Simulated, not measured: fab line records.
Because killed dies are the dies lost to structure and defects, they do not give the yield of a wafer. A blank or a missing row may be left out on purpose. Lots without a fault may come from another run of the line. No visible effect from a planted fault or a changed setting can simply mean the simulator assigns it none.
Which of the tools did it? :: flow nand_harc :: 39 wafers from 13 lots sampled at 3 of the route's 1159 steps

WHAT THE GAUGES READ, wafer by wafer
NHARC_P_ZERO_WELL_CD_MEAS_24: the cd target is 720 nm.
lot: L194
measured: day 1 15:02
on: cd_sem-03
cd_nm (nm): 720.1 721.0 720.7

lot: L196
measured: day 2 02:54
on: cd_sem-02
cd_nm (nm): 722.2 723.7 722.3

lot: L197
measured: day 2 08:35
on: cd_sem-03
cd_nm (nm): 720.3 717.6 718.5

lot: L200
measured: day 3 02:31
on: cd_sem-01
cd_nm (nm): - - -

lot: L201
measured: day 3 08:28
on: cd_sem-01
cd_nm (nm): 721.4 720.3 718.7

lot: L210
measured: day 5 14:37
on: cd_sem-02
cd_nm (nm): 721.3 725.1 724.6

lot: L211
measured: day 5 20:35
on: cd_sem-02
cd_nm (nm): 720.0 720.8 722.2

lot: L212
measured: day 6 02:29
on: cd_sem-03
cd_nm (nm): 715.6 719.3 719.4

lot: L213
measured: day 6 08:30
on: cd_sem-02
cd_nm (nm): 718.8 722.3 719.1

lot: L214
measured: day 6 14:43
on: cd_sem-02
cd_nm (nm): 719.1 723.2 720.0

lot: L215
measured: day 6 20:37
on: cd_sem-03
cd_nm (nm): 718.3 723.8 722.0

lot: L216
measured: day 7 02:30
on: cd_sem-03
cd_nm (nm): 719.9 720.0 718.9

lot: L217
measured: day 7 08:35
on: cd_sem-01
cd_nm (nm): 720.5 720.7 723.1

NHARC_P_ZERO_WELL_CD_MEAS_37: the cd target is 720 nm.
lot: L194
measured: day 1 16:41
on: cd_sem-02
cd_nm (nm): 721.0 718.6 720.8

lot: L196
measured: day 2 04:32
on: cd_sem-03
cd_nm (nm): 718.5 720.7 719.5

lot: L197
measured: day 2 10:15
on: cd_sem-03
cd_nm (nm): 720.4 714.7 717.7

lot: L200
measured: day 3 04:09
on: cd_sem-01
cd_nm (nm): 722.1 721.1 720.8

lot: L201
measured: day 3 10:05
on: cd_sem-03
cd_nm (nm): 720.7 719.0 720.7

lot: L210
measured: day 5 16:07
on: cd_sem-01
cd_nm (nm): 718.2 721.7 716.6

lot: L211
measured: day 5 22:14
on: cd_sem-02
cd_nm (nm): 719.4 721.0 721.2

lot: L212
measured: day 6 04:07
on: cd_sem-01
cd_nm (nm): 719.8 721.3 718.9

lot: L213
measured: day 6 10:01
on: cd_sem-03
cd_nm (nm): 718.7 722.3 720.0

lot: L214
measured: day 6 16:22
on: cd_sem-01
cd_nm (nm): 720.1 720.5 719.4

lot: L215
measured: day 6 22:17
on: cd_sem-02
cd_nm (nm): 724.6 722.5 723.4

lot: L216
measured: day 7 04:18
on: cd_sem-02
cd_nm (nm): 722.8 720.2 721.4

lot: L217
measured: day 7 10:13
on: cd_sem-03
cd_nm (nm): 720.3 719.3 718.5

WHAT TOOL EACH LOT RAN ON (gives the tool, then ch and the chambers of the sampled wafers, and finally the start)
lot: L194
NHARC_P_ZERO_WELL_EXPOSE_21: krf_scanner-02 ch 0, day 1 14:53

lot: L196
NHARC_P_ZERO_WELL_EXPOSE_21: krf_scanner-02 ch 0, day 2 02:45

lot: L197
NHARC_P_ZERO_WELL_EXPOSE_21: krf_scanner-03 ch 0, day 2 08:26

lot: L200
NHARC_P_ZERO_WELL_EXPOSE_21: krf_scanner-02 ch 0, day 3 02:22

lot: L201
NHARC_P_ZERO_WELL_EXPOSE_21: krf_scanner-02 ch 0, day 3 08:18

lot: L210
NHARC_P_ZERO_WELL_EXPOSE_21: krf_scanner-03 ch 0, day 5 14:28

lot: L211
NHARC_P_ZERO_WELL_EXPOSE_21: krf_scanner-01 ch 0, day 5 20:26

lot: L212
NHARC_P_ZERO_WELL_EXPOSE_21: krf_scanner-01 ch 0, day 6 02:20

lot: L213
NHARC_P_ZERO_WELL_EXPOSE_21: krf_scanner-02 ch 0, day 6 08:21

lot: L214
NHARC_P_ZERO_WELL_EXPOSE_21: krf_scanner-01 ch 0, day 6 14:33

lot: L215
NHARC_P_ZERO_WELL_EXPOSE_21: krf_scanner-03 ch 0, day 6 20:27

lot: L216
NHARC_P_ZERO_WELL_EXPOSE_21: krf_scanner-03 ch 0, day 7 02:20

lot: L217
NHARC_P_ZERO_WELL_EXPOSE_21: krf_scanner-02 ch 0, day 7 08:25
- NHARC_P_ZERO_WELL_EXPOSE_21: exposes mask P NWELL, target cd 720 nm.

AS READ BY THE TOOLS THEMSELVES (means over the sampled wafers that have a number; for cases with no such wafer, the mark the record gives instead)
NHARC_P_ZERO_WELL_EXPOSE_21.
lot: L194
tool: krf_scanner-02
exposure_dose_mJ_cm2: 22.311
stage_vel_mm_s (mm/s): 500.21

lot: L196
tool: krf_scanner-02
exposure_dose_mJ_cm2: 22.273
stage_vel_mm_s (mm/s): 499.92

lot: L197
tool: krf_scanner-03
exposure_dose_mJ_cm2: 22.324
stage_vel_mm_s (mm/s): 500.01

lot: L200
tool: krf_scanner-02
exposure_dose_mJ_cm2: 22.328
stage_vel_mm_s (mm/s): 499.72

lot: L201
tool: krf_scanner-02
exposure_dose_mJ_cm2: 22.306
stage_vel_mm_s (mm/s): 500.13

lot: L210
tool: krf_scanner-03
exposure_dose_mJ_cm2: 22.302
stage_vel_mm_s (mm/s): 500.13

lot: L211
tool: krf_scanner-01
exposure_dose_mJ_cm2: 22.303
stage_vel_mm_s (mm/s): 500.04

lot: L212
tool: krf_scanner-01
exposure_dose_mJ_cm2: 22.279
stage_vel_mm_s (mm/s): 499.87

lot: L213
tool: krf_scanner-02
exposure_dose_mJ_cm2: 22.288
stage_vel_mm_s (mm/s): 499.63

lot: L214
tool: krf_scanner-01
exposure_dose_mJ_cm2: 22.306
stage_vel_mm_s (mm/s): 500.10

lot: L215
tool: krf_scanner-03
exposure_dose_mJ_cm2: 22.321
stage_vel_mm_s (mm/s): 500.04

lot: L216
tool: krf_scanner-03
exposure_dose_mJ_cm2: 22.317
stage_vel_mm_s (mm/s): 499.77

lot: L217
tool: krf_scanner-02
exposure_dose_mJ_cm2: 22.324
stage_vel_mm_s (mm/s): 499.70

THE ANSWER, worked out from the rows above alone
Rule: usual is defined by the lots themselves. Put in order of their means at a reading, lots are off if they are a third of the lots or fewer, leave a main group of 4 or more, and stand apart from it by a gap of 3 or more times the standard deviation of the main group's means; of several such gaps the widest counts. Not used: any main group whose means are identical at the precision the tables above print for the reading. A lot without any number at a reading at which 4 lots or more have one is off too. The other lots that the step has rows for count as sound. After the gauges, taken in route order, come the tools' own readings; for these a lot's mean is taken, as printed above. The first step at which some lot is off is used, and at that step the reading that is off furthest; a lot without a number counts as furthest.
Off at NHARC_P_ZERO_WELL_CD_MEAS_24 (cd_nm): L200. Without a number there: L200. The main group: mean 720.7 nm, standard deviation 1.5.
A tool fits if, at a process step before that reading, it ran every lot that is off, and no sound lot after the first of them. Those tools and the gauges at NHARC_P_ZERO_WELL_CD_MEAS_24 are tried in the same way. Of those tried, none fits.

WHAT THE SIMULATOR PUT IN
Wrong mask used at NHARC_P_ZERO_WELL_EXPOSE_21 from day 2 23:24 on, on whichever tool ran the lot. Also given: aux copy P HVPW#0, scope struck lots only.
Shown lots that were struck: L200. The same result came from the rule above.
